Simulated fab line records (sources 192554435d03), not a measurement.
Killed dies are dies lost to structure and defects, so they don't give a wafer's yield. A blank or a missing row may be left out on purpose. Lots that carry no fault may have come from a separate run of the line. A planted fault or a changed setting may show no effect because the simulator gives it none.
Matching of chambers + flow n5 finfet + N5_BEOL_M13_CMP_49 on cmp-03: 4 sister chambers
The step polishes, stops on SiOC, t overpolish 17.1 s, target thk 420 nm. 20 wafers are shown with their chamber, then 10 later ones without.

## EACH WAFER AND ITS CHAMBER
| wafer  | chamber | motor current A (A) | barrier field endpoint s (s) | overpolish run s (s) |
|--------|---------|---------------------|------------------------------|----------------------|
| L078.1 | 3       | 5.9                 | 30.5                         | 17.105               |
| L078.3 | 0       | 5.9                 | 30.7                         | 17.097               |
| L078.5 | 2       | 5.8                 | 30.6                         | 17.105               |
| L081.2 | 2       | 5.7                 | 30.4                         | 17.103               |
| L081.3 | 3       | 6.1                 | 31.6                         | 17.085               |
| L081.5 | 0       | 5.7                 | 30.2                         | 17.103               |
| L083.1 | 0       | 6.0                 | 31.6                         | 17.099               |
| L083.2 | 3       | 5.9                 | 31.0                         | 17.102               |
| L083.6 | 1       | 5.2                 | 31.3                         | 17.119               |
| L082.1 | 0       | 5.7                 | 29.7                         | 17.111               |
| L082.4 | 1       | 5.5                 | 31.3                         | 17.106               |
| L082.6 | 2       | 5.8                 | 30.1                         | 17.111               |
| L085.1 | 3       | 6.0                 | 30.2                         | 17.088               |
| L085.3 | 0       | 5.9                 | 29.9                         | 17.115               |
| L085.6 | 2       | 5.7                 | 29.3                         | 17.100               |
| L089.1 | 0       | 5.7                 | 30.0                         | 17.116               |
| L089.3 | 3       | 6.0                 | 29.6                         | 17.081               |
| L089.4 | 2       | 5.6                 | 29.0                         | 17.119               |
| L094.2 | 3       | 5.8                 | 30.3                         | 17.099               |
| L094.3 | 2       | 5.6                 | 30.0                         | 17.093               |

SIGNATURES (averages over the wafers above)
| reading                  | chamber 0 | chamber 1 | chamber 2 | chamber 3 | scatter within a chamber |
|--------------------------|-----------|-----------|-----------|-----------|--------------------------|
| motor current A          | 5.817     | 5.350     | 5.700     | 5.950     | 0.119                    |
| barrier field endpoint s | 30.350    | 31.300    | 29.900    | 30.533    | 0.652                    |
| overpolish run s         | 17.10683  | 17.11250  | 17.10517  | 17.09333  | 0.00909                  |
Rule: a wafer's distance from a chamber is the root of the sum, over the readings, of the square of ((its reading less the chamber's mean) divided by the reading's scatter). The wafer belongs to the nearest chamber; if the next one is less than 2 further off, it can't be placed. The scatter: the root of (the sum of the squares of (reading less its chamber's mean) over the shown wafers, divided by (wafers less chambers)).

## WAFERS WHOSE CHAMBER IS MISSING
| wafer  | motor current A (A) | barrier field endpoint s (s) | overpolish run s (s) |
|--------|---------------------|------------------------------|----------------------|
| L094.6 | 5.8                 | 29.9                         | 17.117               |
| L091.3 | 5.7                 | 30.6                         | 17.098               |
| L091.4 | 5.7                 | 31.0                         | 17.107               |
| L091.5 | 5.7                 | 30.5                         | 17.097               |
| L096.1 | 5.8                 | 30.1                         | 17.076               |
| L096.2 | 5.5                 | 29.3                         | 17.077               |
| L096.4 | 5.8                 | 29.5                         | 17.086               |
| L097.3 | 6.2                 | 30.2                         | 17.098               |
| L097.5 | 5.4                 | 30.3                         | 17.103               |
| L097.6 | 5.6                 | 30.2                         | 17.095               |

## EACH ONE'S CHAMBER
| wafer  | from the rows above               | in truth |
|--------|-----------------------------------|----------|
| L094.6 | can't be placed: 0 or 2 or 3      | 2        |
| L091.3 | can't be placed: 2 or 0 or 3      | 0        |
| L091.4 | can't be placed: 0 or 2 or 3 or 1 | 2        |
| L091.5 | can't be placed: 2 or 0 or 3      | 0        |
| L096.1 | can't be placed: 3 or 2 or 0      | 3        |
| L096.2 | can't be placed: 2 or 0 or 3 or 1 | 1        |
| L096.4 | can't be placed: 3 or 2 or 0      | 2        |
| L097.3 | can't be placed: 3 or 0           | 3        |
| L097.5 | can't be placed: 1 or 2 or 0      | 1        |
| L097.6 | can't be placed: 2 or 0 or 3 or 1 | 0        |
Placed correctly: 0 of 10. Not placeable from these rows: 10 (in 10, the candidates include the true chamber). Placed wrongly: 0.
